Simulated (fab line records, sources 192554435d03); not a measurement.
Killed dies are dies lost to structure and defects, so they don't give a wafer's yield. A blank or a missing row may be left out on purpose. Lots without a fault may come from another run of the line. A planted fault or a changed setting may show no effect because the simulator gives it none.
Split-lot experiment | flow n5_finfet | 7 lots, 21 wafers read, on a route of 1938 steps

THE SPLIT
At N5_BEOL_M0_DEP_125 (deposits SiCN from 3MS/NH3, target thk 8 nm, time 14 s), the setting time_s was moved away from the recipe's 14 s on 6 of the 21 wafers read, by -8.9% to +12.4%. The other wafers ran this setting at the recipe's value.

The reading is taken at the split's own step.

THE READING
SiCN_of_BEOL_M0_DEP_125.thk_nm (the simulator's own value, which no gauge read), in nm, at N5_BEOL_M0_DEP_125 (deposits SiCN from 3MS/NH3, target thk 8 nm, time 14 s). The file gives no usual value for it. The 15 wafers here that ran the recipe average 8.1 nm, standard deviation 0.12 nm.

wafer  | tool, chamber at the split | time_s as run, s | against the recipe | SiCN_of_BEOL_M0_DEP_125.thk_nm, nm | against lot-mates on the recipe
L075.1 | pecvd-04, 0                | 14               | recipe             | 8.2                                | -
L075.3 | pecvd-04, 0,1              | 15.73            | +12.4%             | 9.2                                | +1.0
L075.4 | pecvd-04, 0,1              | 15.73            | +12.4%             | 9.2                                | +1.0
L077.2 | pecvd-02, 1,0,0            | 14               | recipe             | 8                                  | -
L077.3 | pecvd-02, 1,0,0            | 14               | recipe             | 8                                  | -
L077.4 | pecvd-02, 1,0,0            | 14               | recipe             | 8                                  | -
L078.2 | pecvd-04, 0                | 12.76            | -8.9%              | 7.4                                | -0.8
L078.4 | pecvd-04, 2,0              | 14               | recipe             | 8.2                                | -
L078.5 | pecvd-04, 2,0              | 14               | recipe             | 8.2                                | -
L079.3 | pecvd-01, 1                | 12.91            | -7.8%              | 7.4                                | -0.7
L079.4 | pecvd-01, 0                | 14               | recipe             | 8.2                                | -
L079.6 | pecvd-01, 1                | 14               | recipe             | 8                                  | -
L081.3 | pecvd-01, 2,1              | 14               | recipe             | 8                                  | -
L081.4 | pecvd-01, 2,1              | 14               | recipe             | 8                                  | -
L081.6 | pecvd-01, 2                | 14               | recipe             | 8.2                                | -
L082.2 | pecvd-04, 1                | 14               | recipe             | 7.8                                | -
L082.4 | pecvd-04, 2                | 14.74            | +5.3%              | 8.6                                | +0.7
L082.5 | pecvd-04, 1                | 14               | recipe             | 8                                  | -
L088.3 | pecvd-04, 1,2              | 14               | recipe             | 8.2                                | -
L088.6 | pecvd-04, 1,2              | 14               | recipe             | 8.2                                | -
L088.5 | pecvd-04, 0                | 14.94            | +6.7%              | 8.8                                | +0.6
Where a row lists several chambers, the file gives one row for several wafers and doesn't say which wafer went through which chamber.

THE FIT
A straight line over all 21 wafers: SiCN_of_BEOL_M0_DEP_125.thk_nm changes by +0.0894 nm for each +1% of time_s; r = +0.97; the points scatter about the line by 0.11 nm.
The same after taking each lot's own level away (the mean of its wafers on the recipe; 21 wafers): +0.0868 nm for each +1%; r = +0.98; scatter 0.085 nm.
On that fit, the largest move of time_s shifts the reading by 1.1 nm.
The lots' own levels span 7.90 to 8.20 nm, that is 2.5 times the standard deviation above.
So the lot-to-lot level changes the slope little: the two slopes agree.
Check: with one of the wafers moved furthest among these (+12.4%) left out of the fit, the line predicts +1.11 nm for it against its lot-mates. It came out at +1 nm against them.

OTHER SPLITS ON THESE WAFERS
These wafers also went through other splits before the reading. Each is held against what the fit with the lots' levels taken away leaves over:
other split on the same wafers         | wafers away from the commonest value | r with SiCN_of_BEOL_M0_DEP_125.thk_nm (lot level and that fit taken away)
N5_MOL_CONTACT_COAG_ALD_133 ald_cycles | 6                                    | -0.36
N5_MOL_CONTACT_COAG_ETCH_67 source_w   | 9                                    | +0.08
N5_BEOL_M0_SAQP_ETCH_107 bias_w        | 8                                    | -0.17

THE FILE'S OWN FIT
SiCN_of_BEOL_M0_DEP_125.thk_nm changes by +0.0894 nm for each +1% of time_s, r = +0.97.
